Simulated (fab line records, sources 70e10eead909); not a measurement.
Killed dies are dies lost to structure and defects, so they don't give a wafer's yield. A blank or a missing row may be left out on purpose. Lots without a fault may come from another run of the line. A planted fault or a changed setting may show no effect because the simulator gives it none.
Which tool did it? | flow nand_harc | 14 lots, 42 wafers sampled, at 4 steps of a route of 1159

WHAT THE GAUGES READ, wafer by wafer
The record holds no reading of a measuring or inspecting step that can be judged against a usual standard deviation.

WHICH TOOL RAN EACH LOT (tool, then ch and the chambers of the sampled wafers, then the start)
lot  | NHARC_A_STAIRCASE_STRIP_316                   | NHARC_A_STAIRCASE_ALD_415        | NHARC_A_STAIRCASE_PEB_439         | NHARC_A_STAIRCASE_ETCHBACK_157
L346 | rie_diel-10 ch 0,1,3, day 11 20:44 or earlier | ald_hk-01 ch 0,3, day 11 20:44   | litho_track-03 ch 0, day 13 08:52 | rie_diel-10 ch 1,2, day 13 13:22
L348 | rie_diel-06 ch 1,2, day 12 14:27 or earlier   | ald_hk-01 ch 1,2,3, day 12 14:27 | litho_track-03 ch 0, day 14 05:11 | rie_diel-10 ch 0,3, day 14 10:02
L347 | rie_diel-10 ch 0,1, day 12 17:45 or earlier   | ald_hk-04 ch 1,2, day 12 17:45   | litho_track-02 ch 0, day 14 04:59 | rie_diel-02 ch 1,2,3, day 14 09:37
L351 | rie_diel-10 ch 0,1,2, day 13 01:14 or earlier | ald_hk-04 ch 0,1,2, day 13 01:14 | litho_track-02 ch 0, day 14 15:19 | rie_diel-10 ch 0,2, day 14 20:10
L353 | rie_diel-10 ch 0,1,2, day 13 02:50 or earlier | ald_hk-01 ch 0,2,3, day 13 02:50 | litho_track-03 ch 0, day 14 15:00 | rie_diel-10 ch 1,2,3, day 14 19:27
L355 | rie_diel-10 ch 0,1,2, day 14 12:32 or earlier | ald_hk-02 ch 1,2, day 14 12:32   | litho_track-03, day 16 07:20      | rie_diel-10 ch 0,1,2, day 16 12:23
L357 | rie_diel-10 ch 0,1,3, day 14 20:38 or earlier | ald_hk-04 ch 0,1, day 14 20:38   | litho_track-02, day 16 07:10      | rie_diel-10 ch 0,1,2, day 16 11:31
L361 | rie_diel-02 ch 2,3, day 15 10:47 or earlier   | ald_hk-01 ch 1,2,3, day 15 10:47 | litho_track-05 ch 0, day 16 23:24 | rie_diel-10 ch 0,2,3, day 17 03:55
L364 | rie_diel-10 ch 2,3, day 16 06:10 or earlier   | ald_hk-02 ch 0,1, day 16 06:10   | litho_track-05 ch 0, day 18 03:37 | rie_diel-10 ch 2,3, day 18 08:04
L365 | rie_diel-02 ch 0,1,3, day 16 13:54 or earlier | ald_hk-02 ch 1,2,3, day 16 13:54 | litho_track-05 ch 0, day 18 13:52 | rie_diel-10 ch 0,2,3, day 18 18:16
L366 | rie_diel-02 ch 0,1,2, day 16 23:15 or earlier | ald_hk-01 ch 0,1,3, day 16 23:15 | litho_track-03 ch 0, day 18 21:26 | rie_diel-02 ch 1,2,3, day 19 04:14
L368 | rie_diel-10 ch 1,3, day 17 00:44 or earlier   | ald_hk-02 ch 1,2,3, day 17 00:44 | litho_track-03 ch 0, day 18 21:22 | rie_diel-02 ch 0,2,3, day 19 02:34
L367 | rie_diel-06 ch 0,1,2, day 17 04:36 or earlier | ald_hk-02 ch 0,1, day 17 04:36   | litho_track-05 ch 0, day 18 21:24 | rie_diel-02 ch 0,3, day 19 02:11
L369 | rie_diel-10 ch 1,2,3, day 17 20:40 or earlier | ald_hk-02 ch 0,2,3, day 17 20:40 | litho_track-03 ch 0, day 19 16:58 | rie_diel-10 ch 1,2,3, day 19 21:20
- NHARC_A_STAIRCASE_STRIP_316: strips in O2.
- NHARC_A_STAIRCASE_ALD_415: deposits SiO2, target thk 30 nm, pulse time 6 s, ald cycles 300.
- NHARC_A_STAIRCASE_PEB_439: peb time 130 s.
- NHARC_A_STAIRCASE_ETCHBACK_157: etches the open film in CH3F/O2, target depth 90 nm, time 167.14 s.

WHAT THE TOOLS THEMSELVES READ (means of the sampled wafers that have a number; where no wafer has one, the mark that the record gives instead)
NHARC_A_STAIRCASE_STRIP_316. Usual: drypump_motor_current_A 6.0 A, standard deviation 0.37; oes_product_au 1.002 a.u., standard deviation 0.0092; rf_vpp_V 57.7 V, standard deviation 0.97; showerhead_plenum_p_Torr 3.58 Torr, standard deviation 0.17; throttle_valve_pct 17.035 %, standard deviation 0.0088.
lot  | tool        | drypump_motor_current_A (A) | oes_product_au (a.u.) | rf_vpp_V (V) | showerhead_plenum_p_Torr (Torr) | throttle_valve_pct (%) | flag
L346 | rie_diel-10 | 5.9                         | 0.999                 | 57.6         | 3.60                            | 17.043                 |
L348 | rie_diel-06 | 5.8                         | 1.010                 | 58.0         | 3.73                            | 17.029                 |
L347 | rie_diel-10 | 5.9                         | 0.992                 | 58.3         | 3.76                            | 17.037                 |
L351 | rie_diel-10 | 6.1                         | 0.999                 | 58.0         | 3.71                            | 17.031                 |
L353 | rie_diel-10 | 6.1                         | 0.996                 | 57.9         | 3.71                            | 17.031                 |
L355 | rie_diel-10 | 6.1                         | 0.999                 | 58.7         | 3.70                            | 17.035                 |
L357 | rie_diel-10 | 5.9                         | 1.001                 | 58.7         | 3.58                            | 17.029                 |
L361 | rie_diel-02 | 6.0                         | 1.007                 | 57.2         | 3.52                            | 17.035                 |
L364 | rie_diel-10 | 6.3                         | 0.996                 | 57.3         | 3.68                            | 17.040                 |
L365 | rie_diel-02 | 5.9                         | 1.007                 | 57.5         | 3.44                            | 17.023                 |
L366 | rie_diel-02 | 5.6                         | 1.001                 | 57.8         | 3.41                            | 17.036                 |
L368 | rie_diel-10 | 5.8                         | 1.011                 | 58.1         | 3.78                            | 17.038                 |
L367 | rie_diel-06 | 6.0                         | 1.007                 | 58.5         | 3.60                            | 17.036                 |
L369 | rie_diel-10 | 6.0                         | 1.002                 | 57.3         | 3.72                            | 17.040                 |

NHARC_A_STAIRCASE_ALD_415. Usual: heater_power_w 492 W, standard deviation 52; precursor_pulse_height_rel 1.000, standard deviation 0.02.
lot  | tool      | heater_power_w (W) | precursor_pulse_height_rel | flag
L346 | ald_hk-01 | 432                | 0.978                      |
L348 | ald_hk-01 | 491                | 1.002                      |
L347 | ald_hk-04 | 543                | 1.021                      |
L351 | ald_hk-04 | 537                | 1.000                      |
L353 | ald_hk-01 | 464                | 1.024                      |
L355 | ald_hk-02 | 492                | 0.989                      |
L357 | ald_hk-04 | 555                | 0.990                      |
L361 | ald_hk-01 | 501                | 0.996                      |
L364 | ald_hk-02 | 449                | 0.991                      |
L365 | ald_hk-02 | 516                | 0.998                      |
L366 | ald_hk-01 | 491                | 1.001                      |
L368 | ald_hk-02 | 517                | 0.997                      |
L367 | ald_hk-02 | 454                | 0.997                      |
L369 | ald_hk-02 | 497                | 0.980                      |

NHARC_A_STAIRCASE_PEB_439. Usual: chill_plate_temp_C 22.98 C, standard deviation 0.12; exhaust_pa 44.9 Pa, standard deviation 0.86.
lot  | tool           | chill_plate_temp_C (C) | exhaust_pa (Pa) | flag
L346 | litho_track-03 | 22.89                  | 44.8            |
L348 | litho_track-03 | 23.08                  | 44.3            |
L347 | litho_track-02 | 22.97                  | 44.5            |
L351 | litho_track-02 | 22.94                  | 44.3            |
L353 | litho_track-03 | 23.12                  | 45.1            |
L355 | litho_track-03 | -                      | -               | OFF
L357 | litho_track-02 | -                      | -               | OFF
L361 | litho_track-05 | 22.97                  | 46.3            |
L364 | litho_track-05 | 23.04                  | 44.3            |
L365 | litho_track-05 | 23.12                  | 45.0            |
L366 | litho_track-03 | 22.99                  | 45.1            |
L368 | litho_track-03 | 22.98                  | 44.6            |
L367 | litho_track-05 | 23.08                  | 45.8            |
L369 | litho_track-03 | 23.13                  | 45.4            |

NHARC_A_STAIRCASE_ETCHBACK_157. Usual: drypump_motor_current_A 6.0 A, standard deviation 0.37; oes_product_au 0.97 a.u., standard deviation 0.036; rf_vpp_V 245.1 V, standard deviation 1.7; showerhead_plenum_p_Torr 2.51 Torr, standard deviation 0.11; throttle_valve_pct 20.664 %, standard deviation 0.0085.
lot  | tool        | drypump_motor_current_A (A) | oes_product_au (a.u.) | rf_vpp_V (V) | showerhead_plenum_p_Torr (Torr) | throttle_valve_pct (%) | flag
L346 | rie_diel-10 | 6.2                         | 0.99                  | 245.2        | 2.57                            | 20.662                 |
L348 | rie_diel-10 | 6.0                         | 1.00                  | 243.1        | 2.37                            | 20.659                 |
L347 | rie_diel-02 | 5.6                         | 1.00                  | 244.0        | 2.42                            | 20.670                 |
L351 | rie_diel-10 | 6.3                         | 0.97                  | 246.1        | 2.56                            | 20.664                 |
L353 | rie_diel-10 | 6.0                         | 1.01                  | 244.7        | 2.48                            | 20.658                 |
L355 | rie_diel-10 | 6.1                         | 1.00                  | 246.7        | 2.58                            | 20.665                 |
L357 | rie_diel-10 | 6.1                         | 1.00                  | 247.0        | 2.58                            | 20.662                 |
L361 | rie_diel-10 | 6.2                         | 0.93                  | 246.0        | 2.58                            | 20.664                 |
L364 | rie_diel-10 | 6.2                         | 0.92                  | 245.7        | 2.56                            | 20.659                 |
L365 | rie_diel-10 | 6.2                         | 1.00                  | 245.7        | 2.58                            | 20.657                 |
L366 | rie_diel-02 | 5.7                         | 0.92                  | 243.5        | 2.41                            | 20.669                 |
L368 | rie_diel-02 | 5.9                         | 0.97                  | 243.7        | 2.40                            | 20.662                 |
L367 | rie_diel-02 | 6.2                         | 0.99                  | 244.8        | 2.42                            | 20.666                 |
L369 | rie_diel-10 | 6.0                         | 0.92                  | 246.2        | 2.59                            | 20.657                 |

THE ANSWER, worked out from the rows above alone
Rule: a lot is off if the mean of its wafers that have a number lies more than 3 standard deviations from the usual mean. A lot without any number at a reading at which 4 lots or more have one is off too. The other lots that the step has rows for count as sound. The gauges are gone through in route order, then the tools' own readings, and for those a lot's mean is taken as printed above. The first step at which some lot is off is used, and at that step the reading that is off furthest; a lot without a number counts as furthest.
Off: L355, L357, at NHARC_A_STAIRCASE_PEB_439 (chill_plate_temp_C). Without a number there: L355, L357.
A tool fits if, at that step or a process step before it, it ran every lot that is off, and no sound lot after the first of them. NHARC_A_STAIRCASE_STRIP_316 gives no start for some lots, so the hours and the order of its lots are those of NHARC_A_STAIRCASE_ALD_415. None of those tried fits.

WHAT THE SIMULATOR HAD PUT IN
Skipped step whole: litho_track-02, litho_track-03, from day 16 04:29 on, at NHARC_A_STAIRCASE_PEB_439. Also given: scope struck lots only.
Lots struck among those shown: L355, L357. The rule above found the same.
